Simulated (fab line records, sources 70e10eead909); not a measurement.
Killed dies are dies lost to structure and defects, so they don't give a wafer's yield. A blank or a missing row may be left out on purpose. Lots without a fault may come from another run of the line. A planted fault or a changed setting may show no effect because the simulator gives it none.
fab line records | flow nand_harc
record lots=7 wafers=21 last_day=33
route steps=1302 shown A_SLIT@945 A_SIN_REMOVE@947 A_WL_FILL@952 END@1302
lots that met no fault: from a run of the same line without faults
start_h: hours from the record's first day to the start of the lot's first wafer shown | wait_h: hours since the lot's step before | " the same as in the row above | L1.1+2: a row that stands for several wafers | - no value, or no start given | * or withheld: withheld | < > ~ a bound
route shown NAME@n: a module of which the file shows steps, and the number in the route of the first | usual: mean/standard deviation of fault-free wafers | same: alike in all rows | chamber/n: place in a boat | sites: the reading at each site | _std_site: their standard deviation | _edge_site: outer sites' mean less inner sites' | radius_mm: how far each site lies from the wafer's centre | mask NAME#n: copy n | behind: the tool/chamber that last shaped the wafer | hold: why the lot was held/for how many hours/how that ended | device: the transistor (n, p or np) that didn't switch | end of line: the same wafers' tests at the end of the route | a step without rows: its recipe alone | killed: dies lost to structure and defects at the first sort, not the wafer's yield | map: a wafer's dies, x killed, . not, _ none there
set.NAME: the setting as run; set.NAME@STEP: as run at that earlier step | model.NAME: the simulator's own value behind a step, which no gauge read
lots at some steps of the route; a table a step, a row a wafer
services: from which hour (start_h, from the record's first day; less than 0 if before it) a tool's chamber was out of use, for how many hours, and why
## steps
# step NHARC_A_SLIT_SRD_20
# step NHARC_A_SLIT_CD_MEAS_21
# usual cd_nm=289.7/0.72
# columns lot.wafer tool chamber start_h wait_h cd_nm
L507.3 cd_sem-02 - 521.76 - 290.3
L507.4 " - " " 289.6
L507.5 " - " " 289.9
L509.2 cd_sem-03 - 528.12 - 288.4
L509.3 " - " " 288.5
L509.5 " - " " 288.3
L514.1 cd_sem-01 - 577.41 - 289.8
L514.5 " - " " 289.5
L514.6 " - " " 289.7
L515.1 cd_sem-03 - 595.28 - 289.9
L515.5 " - " " 290.0
L515.6 " - " " 290.0
L516.1 cd_sem-03 - 607.52 - 289.6
L516.2 " - " " 288.5
L516.5 " - " " 288.8
L522.1 cd_sem-03 - 676.25 - 289.9
L522.4 " - " " 290.1
L522.6 " - " " 289.0
L524.1 cd_sem-01 - 695.90 - 289.6
L524.4 " - " " 289.1
L524.5 " - " " 288.7
# step NHARC_A_SIN_REMOVE_WET_00
# recipe temp_c=160 time_s=15300 chemistry=H3PO4
# step NHARC_A_SIN_REMOVE_PRECLEAN_01
# recipe time_s=* temp_c=50 bath_age_min=0 chemistry=SC1
# step NHARC_A_SIN_REMOVE_SRD_02
# step NHARC_A_SIN_REMOVE_INSPECT_04
# usual raw_defect_count=386/84
# columns lot.wafer tool chamber start_h wait_h raw_defect_count
L507.3 defect_inspect-01 - 528.35 0.0 413
L507.4 " - " " 417
L507.5 " - " " 386
L509.2 defect_inspect-01 - 534.63 0.0 362
L509.3 " - " " 339
L509.5 " - " " 357
L514.1 defect_inspect-02 - 584.00 0.0 268
L514.5 " - " " 287
L514.6 " - " " 265
L515.1 defect_inspect-02 - 602.19 0.0 453
L515.5 " - " " 457
L515.6 " - " " 301
L516.1 defect_inspect-01 - 616.05 0.0 427
L516.2 " - " " 389
L516.5 " - " " 420
L522.1 defect_inspect-01 - 684.98 0.0 314
L522.4 " - " " 374
L522.6 " - " " 445
L524.1 defect_inspect-01 - 703.52 0.0 489
L524.4 " - " " 345
L524.5 " - " " 383
# step NHARC_A_WL_FILL_ALD_00
# recipe target_thk_a=30 pulse_time_s=3 ald_cycles=30 temp_c=300 material=Al2O3
# usual heater_power_w=464/45 precursor_pulse_height_rel=1.001/0.02
# columns lot.wafer tool chamber start_h wait_h heater_power_w precursor_pulse_height_rel
L507.3 ald_hk-04 0 528.45 0.1 544 1.007
L507.4 " 2 " " 490 0.945
L507.5 " 3 " " 418 0.999
L509.3 ald_hk-01 0 534.73 0.1 414 0.969
L509.2 " 1 " " 450 1.006
L509.5 " 3 " " 560 0.998
L514.1 ald_hk-01 1 585.08 1.1 442 1.025
L514.6 " 3 " " 551 0.991
L514.5 " 0 " " 432 1.044
L515.1 ald_hk-03 1 602.30 0.1 458 1.022
L515.6 " 3 " " 464 0.995
L515.5 " 0 " " 475 1.013
L516.1 ald_hk-03 3 616.38 0.3 448 0.990
L516.2 " 0 " " 466 0.994
L516.5 " 3 " " 457 1.015
L522.1 ald_hk-03 1 685.07 0.1 476 0.997
L522.4 " 2 " " 480 0.966
L522.6 " 0 " " 460 1.021
L524.1 ald_hk-03 0 703.61 0.1 470 0.965
L524.4 " 1 " " 464 0.983
L524.5 " 0 " " 467 0.978
# step NHARC_A_WL_FILL_RTA_01
# recipe temp_c=1000 time_s=5
# usual lamp_power_pct=32.0/0.58 wafer_temp_C_max=1004.1/1.1
# same time_s=5
# columns lot.wafer tool chamber start_h wait_h lamp_power_pct wafer_temp_C_max
L507.3 rtp_anneal-01 0 528.74 - 31.4 1003.0
L507.4 " 0 " " 31.5 1002.6
L507.5 " 0 " " 31.5 1003.8
L509.2 rtp_anneal-02 0 535.00 - 32.6 1005.2
L509.3 " 0 " " 32.7 1004.9
L509.5 " 0 " " 32.6 1004.3
L514.1 rtp_anneal-01 0 585.29 - 31.4 1003.3
L514.5 " 0 " " 31.4 1003.8
L514.6 " 0 " " 31.5 1003.2
L515.1 rtp_anneal-01 0 602.51 - 31.5 1003.3
L515.5 " 0 " " 31.5 1004.6
L515.6 " 0 " " 31.5 1002.8
L516.1 rtp_anneal-01 0 616.64 - 31.4 1002.8
L516.2 " 0 " " 31.5 1003.3
L516.5 " 0 " " 31.5 1003.3
L522.1 rtp_anneal-01 0 685.31 - 31.4 1002.8
L522.4 " 0 " " 31.5 1002.9
L522.6 " 0 " " 31.5 1004.0
L524.1 rtp_anneal-02 0 703.84 - 32.6 1004.3
L524.4 " 0 " " 32.5 1005.4
L524.5 " 0 " " 32.6 1004.5
# step NHARC_A_WL_FILL_ALD_02
# recipe target_thk_a=20 pulse_time_s=3 ald_cycles=100 temp_c=450 material=TiN
# usual heater_power_w=1080/110 precursor_pulse_height_rel=1.001/0.019
# columns lot.wafer tool chamber start_h wait_h heater_power_w precursor_pulse_height_rel
L507.4 ald_metal-03 2 528.90 0.1 1022 0.981
L507.3 " 3 " " 1116 0.984
L507.5 " 3 " " 1124 0.980
L509.3 ald_metal-03 2 535.22 0.2 1012 0.995
L509.2 " 3 " " 1105 1.021
L509.5 " 1 " " 904 1.007
L514.1 ald_metal-02 1 585.58 0.3 1244 0.979
L514.6 " 3 " " 1143 1.003
L514.5 " 0 " " 1128 1.036
L515.1 ald_metal-01 2 602.84 0.3 953 1.007
L515.6 " 3 " " 1048 1.004
L515.5 " 0 " " 1315 1.004
L516.2 ald_metal-01 2 616.86 0.2 998 0.983
L516.1 " 0 " " 1313 0.973
L516.5 " 3 " " 1059 0.985
L522.1 ald_metal-01 2 685.56 0.2 1011 0.972
L522.4 " 0 " " 1273 1.002
L522.6 " 2 " " 1028 1.023
L524.4 ald_metal-03 2 704.16 0.2 1066 0.985
L524.1 " 3 " " 1123 0.997
L524.5 " 0 " " 1079 1.025
# step NHARC_A_WL_FILL_CVD_03
# recipe target_thk_a=400 temp_c=300 pressure_torr=40 wf6_flow_sccm=40 h2_flow_sccm=1600 ar_flow_sccm=1560 time_s=279 material=W
# usual chamber_pressure_Torr=39.99/0.081 heater_power_w=501/41 throttle_valve_pct=8.0/0.35
# same time_s=279
# columns lot.wafer tool chamber start_h wait_h chamber_pressure_Torr heater_power_w throttle_valve_pct
L507.3 cvd_w-01 0 529.44 0.2 39.99 545 7.8
L507.4 " 1 " " 39.97 469 7.7
L507.5 " 0 " " 40.03 565 7.9
L509.2 cvd_w-02 0 535.63 0.1 39.91 508 8.2
L509.3 " 1 " " 39.98 445 8.4
L509.5 " 0 " " 40.00 515 8.4
L514.1 cvd_w-01 0 585.97 0.1 39.92 555 7.6
L514.6 " 0 " " 39.95 554 7.5
L514.5 " 1 " " 39.95 475 7.6
L515.1 cvd_w-02 1 603.21 0.1 40.14 447 8.3
L515.5 " 0 " " 39.90 514 8.5
L515.6 " 1 " " 40.05 451 8.5
L516.2 cvd_w-01 1 617.30 0.1 39.96 473 7.7
L516.1 " 0 " " 39.99 558 7.8
L516.5 " 0 " " 39.99 556 7.8
L522.1 cvd_w-01 0 686.02 0.1 39.98 551 7.8
L522.4 " 0 " " 39.96 559 7.5
L522.6 " 0 " " 40.00 569 7.6
L524.1 cvd_w-02 0 704.57 0.1 39.89 513 8.4
L524.4 " 0 " " 40.04 498 8.2
L524.5 " 1 " " 39.88 460 8.0
# step NHARC_A_WL_FILL_ETCHBACK_04
# recipe target_depth_a=600 time_s=120 chemistry=NF3
# usual drypump_motor_current_A=5.7/0.5 oes_product_au=0.998/0.0065
# same time_s=120
# columns lot.wafer tool chamber start_h wait_h drypump_motor_current_A oes_product_au rf_hours_counter_h
L507.4 rie_metal-03 0 529.77 0.2 5.1 1.002 -
L507.3 " 1 " " 6.4 0.990 -
L507.5 " 1 " " 6.4 0.993 -
L509.2 rie_metal-02 0 536.07 0.4 5.5 0.999 -
L509.3 " 0 " " 5.5 1.000 -
L509.5 " 0 " " 5.5 0.988 -
L514.1 rie_metal-03 0 586.37 0.4 5.1 1.250 1.4
L514.5 " 1 " " 6.4 1.016 -
L514.6 " 0 " " 5.1 0.988 -
L515.1 rie_metal-03 0 603.57 0.3 5.1 1.232 1.7
L515.6 " 1 " " 6.4 0.992 -
L515.5 " 0 " " 5.1 0.996 -
L516.1 rie_metal-03 0 617.67 0.3 5.1 1.241 1.9
L516.2 " 1 " " 6.4 0.996 1.9
L516.5 " 1 " " 6.4 1.001 -
L522.1 rie_metal-02 0 686.34 0.3 5.5 0.999 0.5
L522.4 " 0 " " 5.5 1.001 -
L522.6 " 0 " " 5.5 0.999 -
L524.1 rie_metal-01 0 704.93 0.3 5.5 0.996 2.0
L524.4 " 0 " " 5.6 1.001 -
L524.5 " 1 " " 5.3 1.001 -
# step NHARC_A_WL_FILL_ETCHBACK_05
# recipe target_depth_a=220 time_s=60 temp_c=40 chemistry=Cl2/BCl3
# usual drypump_motor_current_A=5.7/0.5 oes_product_au=0.998/0.0068
# same time_s=60
# columns lot.wafer tool chamber start_h wait_h drypump_motor_current_A oes_product_au rf_hours_counter_h
L507.4 rie_metal-03 0 529.97 0.2 5.1 0.995 -
L507.3 " 1 " " 6.4 1.005 -
L507.5 " 1 " " 6.4 0.998 -
L509.2 rie_metal-02 0 536.46 0.3 5.5 0.991 -
L509.3 " 0 " " 5.5 1.000 -
L509.5 " 0 " " 5.5 0.995 -
L514.1 rie_metal-03 1 586.59 0.2 6.4 0.996 1.6
L514.5 " 0 " " 5.1 0.998 -
L514.6 " 1 " " 6.4 0.984 -
L515.1 rie_metal-03 1 603.78 0.2 6.4 0.993 1.8
L515.5 " 1 " " 6.4 1.004 -
L515.6 " 0 " " 5.1 1.006 -
L516.2 rie_metal-03 0 617.91 0.2 5.1 0.992 2.0
L516.1 " 1 " " 6.4 0.995 2.0
L516.5 " 0 " " 5.1 0.998 -
L522.1 rie_metal-02 0 686.58 0.2 5.5 1.001 0.6
L522.4 " 0 " " 5.5 0.996 -
L522.6 " 0 " " 5.5 0.999 -
L524.1 rie_metal-01 0 705.14 0.2 5.6 0.995 2.2
L524.4 " 1 " " 5.3 0.984 -
L524.5 " 1 " " 5.3 0.987 -
# step NHARC_END_SORT_01
# recipe temp_c=25
# usual killed_at_array=52/20 killed_at_other=1.0/1.3 killed_at_periphery=3.7/2.2 killed_dies=57/20 killed_open=3.2/1.6 killed_short=2.4/1.6
# same gross_dies=677
# columns lot.wafer tool chamber start_h wait_h killed_at_array killed_at_other killed_at_periphery killed_dies killed_open killed_short
L507.3 prober-02 0 625.98 3.1 59 0 0 59 1 2
L507.4 prober-02 0 626.77 3.4 66 1 4 71 2 3
L507.5 prober-02 0 627.56 3.7 59 0 1 60 2 2
L514.1 prober-02 0 681.31 2.5 23 0 5 28 1 2
L514.5 prober-02 0 684.49 3.7 20 0 5 25 6 3
L514.6 prober-02 0 685.28 4.0 26 0 2 28 3 1
L515.1 prober-01 0 701.70 2.5 32 0 3 35 3 1
L515.5 prober-01 0 704.89 3.7 42 0 3 45 8 0
L515.6 prober-01 0 705.68 4.0 41 0 4 45 4 3
# killed by level:class
L507.3 A_CHANNEL_HOLE_D2:chamber_film_flake=24 A_SLIT:chamber_film_flake=24 A_STAIRCASE:chamber_film_flake=4 A_WL_FILL:chamber_film_flake=2 A_ONON_D1:geometric_particle:short=1 A_DECK1_JOINT:geometric_particle:short=1 A_CHANNEL_FILL_D2:geometric_particle:open=1 A_CONTACT:chamber_film_flake=1
L507.4 A_SLIT:chamber_film_flake=28 A_CHANNEL_HOLE_D2:chamber_film_flake=26 A_CHANNEL_HOLE_D1:chamber_film_flake=5 A_WL_FILL:chamber_film_flake=3 P_CONTACT:geometric_particle:short=1 P_CONTACT:geometric_particle:open=1 P_M0:geometric_particle:short=1 A_WL_FILL:geometric_particle:short=1
L507.5 A_CHANNEL_HOLE_D2:chamber_film_flake=24 A_SLIT:chamber_film_flake=23 A_CONTACT:chamber_film_flake=2 A_CHANNEL_FILL_D1:geometric_particle:short=1 A_CHANNEL_FILL_D2:geometric_particle:short=1 A_SGD_CUT:geometric_particle:open=1 A_SLIT:geometric_particle:open=1 P_GATE:chamber_film_flake=1
L514.1 A_CHANNEL_HOLE_D1:chamber_film_flake=8 A_STAIRCASE:chamber_film_flake=5 A_CONTACT:chamber_film_flake=3 P_GATE:chamber_film_flake=2 A_SLIT:chamber_film_flake=2 P_GATE:geometric_particle:short=1 A_DECK1_JOINT:geometric_particle:open=1 A_CHANNEL_FILL_D2:geometric_particle:short=1
L514.5 A_STAIRCASE:chamber_film_flake=6 A_CHANNEL_HOLE_D1:chamber_film_flake=3 A_CONTACT:chamber_film_flake=3 P_M0:geometric_particle:open=2 A_SLIT:chamber_film_flake=2 P_CONTACT:geometric_particle:short=1 P_M1:geometric_particle:open=1 A_CHANNEL_HOLE_D1:geometric_particle:open=1
L514.6 A_CHANNEL_HOLE_D1:chamber_film_flake=9 A_STAIRCASE:chamber_film_flake=4 A_SLIT:chamber_film_flake=4 A_CONTACT:chamber_film_flake=4 A_ONON_D1:geometric_particle:open=1 A_BLC:geometric_particle:short=1 A_M0:geometric_particle:open=1 A_M1:geometric_particle:open=1
L515.1 A_CHANNEL_HOLE_D1:chamber_film_flake=22 P_M1:chamber_film_flake=2 A_SLIT:chamber_film_flake=2 A_CHANNEL_FILL_D1:chamber_film_flake=2 A_STAIRCASE:chamber_film_flake=2 P_CONTACT:geometric_particle:open=1 A_ONON_D2:geometric_particle:open=1 A_CHANNEL_FILL_D2:geometric_particle:open=1
L515.5 A_CHANNEL_HOLE_D1:chamber_film_flake=26 A_DECK1_JOINT:geometric_particle:open=2 A_STAIRCASE:chamber_film_flake=2 A_SLIT:chamber_film_flake=2 P_M0:geometric_particle:open=1 A_CHANNEL_HOLE_D1:geometric_particle:open=1 A_STAIRCASE:geometric_particle:open=1 A_SGD_CUT:geometric_particle:open=1
L515.6 A_CHANNEL_HOLE_D1:chamber_film_flake=26 A_SLIT:chamber_film_flake=3 A_CONTACT:chamber_film_flake=3 A_CONTACT:geometric_particle:open=2 P_M1:chamber_film_flake=2 P_CONTACT:geometric_particle:open=1 A_ONON_D2:geometric_particle:short=1 A_SGD_CUT:geometric_particle:short=1
## services
# columns tool chamber start_h hours kind
rie_metal-03 - 519.00 9.0 pm
rie_metal-01 1 525.53 9.0 repair
rie_metal-02 1 525.58 15.5 repair
ald_metal-01 - 526.00 10.0 pm
cvd_w-01 0 540.33 2.0 repair
rtp_anneal-02 - 546.89 1.3 repair
cvd_w-01 - 547.00 13.0 pm
cvd_w-02 1 548.82 13.1 repair
ald_metal-03 - 568.00 10.0 pm
cvd_w-02 1 570.91 12.2 repair
rie_metal-01 - 575.00 9.0 pm
cvd_w-02 0 575.40 6.0 repair
cvd_w-02 - 584.96 1.1 repair
ald_hk-03 - 595.53 2.6 repair
ald_metal-02 - 610.00 10.0 pm
ald_hk-04 - 611.06 10.0 pm
rie_metal-02 - 631.03 9.0 pm
cvd_w-02 - 631.53 13.0 pm
ald_hk-01 - 653.96 10.0 pm
cvd_w-02 - 675.12 0.2 repair
ald_metal-02 2 688.39 29.1 repair
rie_metal-03 - 696.00 9.0 pm
rie_metal-02 1 700.07 4.2 repair
ald_metal-01 - 704.00 10.0 pm
## key
first_sign step=NHARC_A_WL_FILL_ETCHBACK_04 reading=oes_product_au direction=up sigmas=37 usual=0.998 struck=1.241
effect none on later readings
met_at NHARC_A_WL_FILL_ETCHBACK_04
struck_wafers L514.1,L515.1,L516.1
tester_left_out L514,L515,L516
onset_between 529.77 586.37
fault kind=process_parameter_drift tool=rie_metal-03 chamber=- onset_h=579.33 steps=NHARC_A_WL_FILL_ETCHBACK_04 channel=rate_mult offset=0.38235 shape=step end_h=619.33 scope=struck_wafers_only
# tester_left_out: of these lots the tester's yield and bins aren't shown, on N5 and GAA mostly nor the transistor test; their killed dies are dies lost to structure and defects alone, not to doping, threshold or leakage, so they don't give the yield
